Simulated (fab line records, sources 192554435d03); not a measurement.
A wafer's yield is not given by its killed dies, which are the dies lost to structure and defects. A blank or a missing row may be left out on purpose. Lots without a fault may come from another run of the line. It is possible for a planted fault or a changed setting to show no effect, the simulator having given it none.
Chamber matching -- flow n5-finfet -- N5_FIN_SAQP_SPACER1_ALD_24 on ald-sin-02 has 4 sister chambers
The step deposits SiO2, target thk 20.3 nm, pulse time 1 s, purge time 2 s. 22 wafers are shown with their chamber, then 11 later ones without.

## EACH WAFER AND ITS CHAMBER
wafer,chamber,heater-power-w (W),precursor-pulse-height-rel
L074.1,1,486,0.979
L074.2,2,481,1.011
L074.3,3,474,0.957
L075.2,3,483,0.980
L075.5,1,463,1.039
L075.6,2,485,0.993
L076.3,0,452,1.007
L076.4,3,484,1.048
L076.5,2,490,0.993
L080.2,0,455,1.017
L080.4,1,472,1.053
L080.6,0,460,0.990
L083.1,1,484,0.997
L083.4,0,460,0.981
L083.6,2,484,0.985
L086.1,1,491,0.951
L086.2,2,484,0.972
L086.4,0,475,0.985
L088.1,1,467,1.011
L088.2,2,485,1.008
L088.4,3,472,1.027
L090.3,3,467,0.989

SIGNATURES, as means of the wafers listed above
reading,chamber 0,chamber 1,chamber 2,chamber 3,scatter within a chamber
heater-power-w,460.40,477.17,484.83,476.00,8.22
precursor-pulse-height-rel,0.99600,1.00500,0.99367,1.00020,0.0284
Rule: distance of a wafer from a chamber = root of the sum over the readings of ((wafer's reading minus chamber's mean) / reading's scatter) squared. The wafer belongs to the nearest chamber; if the next one is less than 2 further off, it can't be placed. The scatter: the root of (the sum of the squares of (reading less its chamber's mean) over the shown wafers, divided by (wafers less chambers)).

## WAFERS MISSING THEIR CHAMBER
wafer,heater-power-w (W),precursor-pulse-height-rel
L090.4,488,1.008
L090.6,472,0.973
L091.1,481,1.001
L091.2,476,1.026
L091.3,483,0.983
L091.4,467,1.009
L091.5,475,1.019
L091.6,468,0.999
L093.4,474,0.988
L093.5,463,1.000
L093.6,476,0.999

## WHICH CHAMBER EACH ONE RAN IN
wafer,from the rows above,in truth
L090.4,can't be placed: 2 or 1 or 3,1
L090.6,can't be placed: 3 or 1 or 0 or 2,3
L091.1,can't be placed: 1 or 2 or 3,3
L091.2,can't be placed: 1 or 3 or 2 or 0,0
L091.3,can't be placed: 2 or 3 or 1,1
L091.4,can't be placed: 0 or 3 or 1 or 2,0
L091.5,can't be placed: 1 or 3 or 2 or 0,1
L091.6,can't be placed: 0 or 3 or 1 or 2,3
L093.4,can't be placed: 3 or 1 or 2 or 0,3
L093.5,can't be placed: 0 or 3 or 1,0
L093.6,can't be placed: 3 or 1 or 2 or 0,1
0 of 11 placed correctly. Not placeable from these rows: 11 (in 11, the candidates include the true chamber). Wrongly placed: 0.
